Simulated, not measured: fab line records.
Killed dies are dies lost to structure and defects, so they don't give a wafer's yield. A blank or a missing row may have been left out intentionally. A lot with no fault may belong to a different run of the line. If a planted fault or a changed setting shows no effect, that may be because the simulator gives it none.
Which tool was responsible? || flow n5Finfet || 72 wafers sampled from 24 lots at 1 step of a route of 1938

== WHAT THE GAUGES READ, wafer by wafer ==
N5_BEOL_M3_CD_MEAS_35: target cd 18 nm, target cd y 21 nm. Usual: 17.9 nm for cdNm, sd 0.34.
{"lot": "L075", "measured": "day 8 16:29", "on": "cdSem-03", "cdNm (nm)": "17.7 17.6 18.9", "flag": ""}
{"lot": "L074", "measured": "day 8 16:59", "on": "cdSem-01", "cdNm (nm)": "18.0 18.3 17.6", "flag": ""}
{"lot": "L078", "measured": "day 8 20:10", "on": "cdSem-03", "cdNm (nm)": "18.1 18.4 17.9", "flag": ""}
{"lot": "L077", "measured": "day 8 20:36", "on": "cdSem-03", "cdNm (nm)": "17.8 17.9 17.6", "flag": ""}
{"lot": "L076", "measured": "day 8 20:46", "on": "cdSem-03", "cdNm (nm)": "18.2 18.3 18.1", "flag": ""}
{"lot": "L079", "measured": "day 8 23:46", "on": "cdSem-03", "cdNm (nm)": "18.2 17.9 18.7", "flag": ""}
{"lot": "L080", "measured": "day 9 14:07", "on": "cdSem-01", "cdNm (nm)": "17.9 17.8 18.0", "flag": ""}
{"lot": "L081", "measured": "day 9 14:31", "on": "cdSem-01", "cdNm (nm)": "17.8 17.8 18.0", "flag": ""}
{"lot": "L082", "measured": "day 9 17:11", "on": "cdSem-03", "cdNm (nm)": "17.6 18.1 17.7", "flag": ""}
{"lot": "L083", "measured": "day 10 06:29", "on": "cdSem-02", "cdNm (nm)": "18.2 17.9 18.0", "flag": ""}
{"lot": "L084", "measured": "day 10 20:05", "on": "cdSem-01", "cdNm (nm)": "17.9 17.9 17.5", "flag": ""}
{"lot": "L085", "measured": "day 10 22:24", "on": "cdSem-02", "cdNm (nm)": "18.0 18.0 18.3", "flag": ""}
{"lot": "L086", "measured": "day 10 23:06", "on": "cdSem-01", "cdNm (nm)": "18.0 18.3 18.3", "flag": ""}
{"lot": "L087", "measured": "day 10 23:06", "on": "cdSem-02", "cdNm (nm)": "17.3 18.0 17.4", "flag": ""}
{"lot": "L088", "measured": "day 11 12:07", "on": "cdSem-02", "cdNm (nm)": "18.0 18.0 17.9", "flag": ""}
{"lot": "L089", "measured": "day 11 13:37", "on": "cdSem-01", "cdNm (nm)": "18.1 18.0 18.2", "flag": ""}
{"lot": "L090", "measured": "day 11 20:28", "on": "cdSem-03", "cdNm (nm)": "18.1 17.7 18.3", "flag": ""}
{"lot": "L091", "measured": "day 12 06:19", "on": "cdSem-02", "cdNm (nm)": "18.2 18.3 18.2", "flag": ""}
{"lot": "L093", "measured": "day 12 16:57", "on": "cdSem-03", "cdNm (nm)": "17.6 17.2 17.8", "flag": ""}
{"lot": "L092", "measured": "day 12 19:09", "on": "cdSem-02", "cdNm (nm)": "18.2 17.6 18.0", "flag": ""}
{"lot": "L094", "measured": "day 13 04:27", "on": "cdSem-01", "cdNm (nm)": "18.2 18.6 18.2", "flag": ""}
{"lot": "L096", "measured": "day 13 13:19", "on": "cdSem-01", "cdNm (nm)": "18.3 18.1 18.7", "flag": ""}
{"lot": "L095", "measured": "day 13 18:00", "on": "cdSem-02", "cdNm (nm)": "18.6 18.3 18.1", "flag": ""}
{"lot": "L097", "measured": "day 13 22:07", "on": "cdSem-01", "cdNm (nm)": "17.9 17.5 17.7", "flag": ""}

== WHAT TOOL EACH LOT RAN ON (gives the tool, then ch and the chambers of the sampled wafers, and finally the start) ==
Record: no process step prior to these readings.

== AS READ BY THE TOOLS THEMSELVES (means over the sampled wafers that have a number; for cases with no such wafer, the mark the record gives instead) ==
The record holds no such reading with a usual standard deviation.

== THE ANSWER, worked out from the rows above alone ==
Rule: a lot counts as off when the mean over its wafers that have a number is more than 3 standard deviations away from the usual mean. A lot without any number at a reading at which 4 lots or more have one is off too. Where the step has rows for the other lots, those lots are counted as sound. The gauges are gone through in route order, then the tools' own readings, and for those a lot's mean is taken as printed above. At the first step where some lot is off, the reading lying furthest off is the one used; lots without a number count as furthest.
Across all readings shown, no lot is off: no conclusion can be drawn from this.

== WHAT THE SIMULATOR HAD PUT IN ==
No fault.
